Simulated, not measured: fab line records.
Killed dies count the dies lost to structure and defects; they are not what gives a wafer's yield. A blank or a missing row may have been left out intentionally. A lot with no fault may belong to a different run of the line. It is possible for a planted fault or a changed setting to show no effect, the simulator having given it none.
Check of tool commonality	flow nandHarc	Sample size 3 lots and 9 wafers

== WHY IT WAS OPENED ==
At NHARC_END_SORT_01 the reading killedAtArray is flagged on 3 of 3 lots. Wafers without a fault read 53, standard deviation 20.
Rule: a lot gets a flag if all its wafers with a number sit over 4 standard deviations from that mean, or if no wafer of it has a number. As for the other lots, they are considered sound.

lot	measured	on	killedAtArray, wafer by wafer	flag
L817	day 31 05:44	prober-01	677 676 673	FLAGGED
L816	day 31 06:31	prober-02	671 670 673	FLAGGED
L819	day 31 17:59	prober-02	677 674 675	FLAGGED
Average over the flagged lots: 674; offset from the usual +621, equal to +31 standard deviations.

== TOOL THAT RAN EACH LOT ==
The record holds 4 process steps before the reading, out of a route of 1302 steps. Each cell gives the tool, then ch followed by the chambers the sampled wafers passed through, then the start.
lot	flag	NHARC_A_CONTACT_DESCUM_13	NHARC_A_CONTACT_ETCH_134	NHARC_A_CONTACT_ETCH_138	NHARC_A_CONTACT_ETCH_139
L817	FLAGGED	rieDiel-10 ch 0,1,3, day 29 03:13	harCapEtch-02 ch 0,1, day 29 04:25	harCapEtch-02 ch 0,1, day 29 05:28	harCapEtch-02 ch 0,1, day 29 05:44
L816	FLAGGED	rieDiel-11 ch 1,2,3, day 28 22:58	harCapEtch-02 ch 0,1, day 29 00:08	harCapEtch-02 ch 0,1, day 29 01:11	harCapEtch-02 ch 0,1, day 29 01:27
L819	FLAGGED	rieDiel-11 ch 0,1, day 29 15:19	harCapEtch-03 ch 0,1, day 29 16:28	harCapEtch-03 ch 0,1, day 29 17:29	harCapEtch-03 ch 0,1, day 29 17:46
What these steps do:
- NHARC_A_CONTACT_DESCUM_13: chemistry O2, time 3 s.
- NHARC_A_CONTACT_ETCH_134: etches the open film in C4F8/O2/Ar, time 140 s, target depth 700 nm.
- NHARC_A_CONTACT_ETCH_138: etches the open film in C4F8/O2/Ar, time 311 s, target depth 1914 nm.
- NHARC_A_CONTACT_ETCH_139: etches the open film in C4F8/O2/Ar, time 195 s, target depth 840 nm.
- NHARC_END_SORT_01

== FLAGGED OVER TOTAL, TOOL BY TOOL (the gauges that took the reading come last) ==
step	tool	lots run	flagged	share of the flagged lots	sound lots run after its first flagged lot
NHARC_A_CONTACT_DESCUM_13	rieDiel-10	1	1	some	0
NHARC_A_CONTACT_DESCUM_13	rieDiel-11	2	2	some	0
NHARC_A_CONTACT_ETCH_134	harCapEtch-02	2	2	some	0
NHARC_A_CONTACT_ETCH_134	harCapEtch-03	1	1	some	0
NHARC_A_CONTACT_ETCH_138	harCapEtch-02	2	2	some	0
NHARC_A_CONTACT_ETCH_138	harCapEtch-03	1	1	some	0
NHARC_A_CONTACT_ETCH_139	harCapEtch-02	2	2	some	0
NHARC_A_CONTACT_ETCH_139	harCapEtch-03	1	1	some	0
NHARC_END_SORT_01	prober-01	1	1	some	0
NHARC_END_SORT_01	prober-02	2	2	some	0

== WHAT THE TABLE PERMITS ==
No row of the table ran every flagged lot.

== WHAT THE SIMULATOR HAD INSERTED ==
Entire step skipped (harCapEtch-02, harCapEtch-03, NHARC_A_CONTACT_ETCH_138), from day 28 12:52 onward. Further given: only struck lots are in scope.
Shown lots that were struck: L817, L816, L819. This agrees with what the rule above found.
